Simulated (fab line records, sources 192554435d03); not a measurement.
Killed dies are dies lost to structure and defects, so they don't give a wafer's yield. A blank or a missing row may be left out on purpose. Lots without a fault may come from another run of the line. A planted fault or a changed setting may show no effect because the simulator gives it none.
Split-lot experiment | flow n5_finfet | 7 lots, 39 wafers read, on a route of 1938 steps

THE SPLIT
At N5_BEOL_M11_DESCUM_16 (chemistry O2, time 7.9 s), the setting time_s was moved away from the recipe's 7.9 s on 12 of the 39 wafers read, by -45.6% to +38.2%. The other wafers ran this setting at the recipe's value.

The file shows no step between the split and the reading.

THE READING
CAR-ArF_of_BEOL_M11_COAT_05.thk_nm (the simulator's own value, which no gauge read), in nm, at N5_BEOL_M11_ETCH_61 (etches SiARC in CF4, target depth 39 nm, time 65 s). The file gives no usual value for it. The 27 wafers here that ran the recipe average 55.5 nm, standard deviation 0.26 nm.

wafer  | tool, chamber at the split | time_s as run, s | against the recipe | CAR-ArF_of_BEOL_M11_COAT_05.thk_nm, nm | against lot-mates on the recipe
L078.1 | rie_diel-03, 0             | 7.9              | recipe             | 55                                     | -
L078.2 | rie_diel-03, 1,3           | 7.9              | recipe             | 55.4                                   | -
L078.3 | rie_diel-03, 2             | 5.412            | -31.5%             | 56.8                                   | +1.6
L078.5 | rie_diel-03, 2             | 5.412            | -31.5%             | 56.8                                   | +1.6
L078.4 | rie_diel-03, 1,3           | 7.9              | recipe             | 55.2                                   | -
L078.6 | rie_diel-03, 1             | 5.412            | -31.5%             | 56.6                                   | +1.4
L081.1 | rie_diel-03, 2             | 10.92            | +38.2%             | 54                                     | -1.8
L081.2 | rie_diel-03, 1             | 7.9              | recipe             | 56                                     | -
L081.3 | rie_diel-03, 0,1           | 10.92            | +38.2%             | 54.4                                   | -1.4
L081.4 | rie_diel-03, 3             | 7.9              | recipe             | 55.8                                   | -
L081.5 | rie_diel-03, 2             | 7.9              | recipe             | 55.6                                   | -
L081.6 | rie_diel-03, 0,1           | 10.92            | +38.2%             | 54.2                                   | -1.6
L087.1 | rie_diel-06, 2             | 4.296            | -45.6%             | 57.6                                   | +1.9
L087.2 | rie_diel-06, 3,0           | 7.9              | recipe             | 55.6                                   | -
L087.3 | rie_diel-06, 1             | 4.296            | -45.6%             | 58.2                                   | +2.5
L087.4 | rie_diel-06, 3,0           | 7.9              | recipe             | 55.8                                   | -
L087.5 | rie_diel-06, 1             | 7.9              | recipe             | 55.8                                   | -
L087.6 | rie_diel-06, 0             | 4.296            | -45.6%             | 58                                     | +2.3
L086.1 | rie_diel-06, 1,0,1         | 7.9              | recipe             | 55.2                                   | -
L086.5 | rie_diel-06, 1,0,1         | 7.9              | recipe             | 55.2                                   | -
L086.6 | rie_diel-06, 1,0,1         | 7.9              | recipe             | 55.2                                   | -
L086.2 | rie_diel-06, 0,2,3         | 7.9              | recipe             | 55.4                                   | -
L086.3 | rie_diel-06, 0,2,3         | 7.9              | recipe             | 55.4                                   | -
L086.4 | rie_diel-06, 0,2,3         | 7.9              | recipe             | 55.4                                   | -
L089.1 | rie_diel-06, 0,1           | 7.9              | recipe             | 55.4                                   | -
L089.2 | rie_diel-06, 2             | 7.9              | recipe             | 55.6                                   | -
L089.3 | rie_diel-06, 0,1           | 7.9              | recipe             | 55.2                                   | -
L090.1 | rie_diel-06, 0             | 7.9              | recipe             | 55.4                                   | -
L090.2 | rie_diel-06, 1,3,2,2,1     | 7.9              | recipe             | 55.6                                   | -
L090.3 | rie_diel-06, 1,3,2,2,1     | 7.9              | recipe             | 55.6                                   | -
L090.4 | rie_diel-06, 1,3,2,2,1     | 7.9              | recipe             | 55.6                                   | -
L090.6 | rie_diel-06, 1,3,2,2,1     | 7.9              | recipe             | 55.6                                   | -
L090.5 | rie_diel-06, 1,3,2,2,1     | 7.9              | recipe             | 55.8                                   | -
L096.1 | rie_diel-03, 3             | 7.9              | recipe             | 55                                     | -
L096.2 | rie_diel-03, 0             | 9.799            | +24.0%             | 53.6                                   | -1.5
L096.3 | rie_diel-03, 2             | 9.799            | +24.0%             | 54                                     | -1.1
L096.4 | rie_diel-03, 1             | 9.799            | +24.0%             | 54                                     | -1.1
L096.5 | rie_diel-03, 1             | 7.9              | recipe             | 55.2                                   | -
L096.6 | rie_diel-03, 2             | 7.9              | recipe             | 55.2                                   | -
Where a row lists several chambers, the file gives one row for several wafers and doesn't say which wafer went through which chamber.

THE FIT
A straight line over all 39 wafers: CAR-ArF_of_BEOL_M11_COAT_05.thk_nm changes by -0.0468 nm for each +1% of time_s; r = -0.94; the points scatter about the line by 0.34 nm.
The same after taking each lot's own level away (the mean of its wafers on the recipe; 39 wafers): -0.047 nm for each +1%; r = -0.99; scatter 0.17 nm.
On that fit, the largest move of time_s shifts the reading by 2.1 nm.
The lots' own levels span 55.13 to 55.80 nm, that is 2.6 times the standard deviation above.
So the lot-to-lot level changes the slope little: the two slopes agree.
Check: with one of the wafers moved furthest among these (-45.6%) left out of the fit, the line predicts +2.21 nm for it against its lot-mates. It came out at +1.87 nm against them.

OTHER SPLITS ON THESE WAFERS
These wafers also went through other splits before the reading. Each is held against what the fit with the lots' levels taken away leaves over:
other split on the same wafers           | wafers away from the commonest value | r with CAR-ArF_of_BEOL_M11_COAT_05.thk_nm (lot level and that fit taken away)
N5_BEOL_M8_TRENCH_ETCH_37 target_depth_a | 12                                   | +0.11
N5_BEOL_M10_DEP_56 time_s                | 12                                   | -0.13

THE WHOLE CHAIN: every reading that the file lists as answering this split, in the file's order
step                  | what it does                                       | reading                                                                             | change (the file's fit)                | r (the file's)
N5_BEOL_M11_DESCUM_16 | chemistry O2, time 7.9 s                           | CAR-ArF_of_BEOL_M11_COAT_05.thk_nm (the simulator's own value, which no gauge read) | -0.0482 nm for each +1% of the setting | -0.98
N5_BEOL_M11_ETCH_61   | etches SiARC in CF4, target depth 39 nm, time 65 s | CAR-ArF_of_BEOL_M11_COAT_05.thk_nm (the simulator's own value, which no gauge read) | -0.047 nm for each +1% of the setting  | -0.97

THE FILE'S OWN FIT
CAR-ArF_of_BEOL_M11_COAT_05.thk_nm changes by -0.047 nm for each +1% of time_s, r = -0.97.
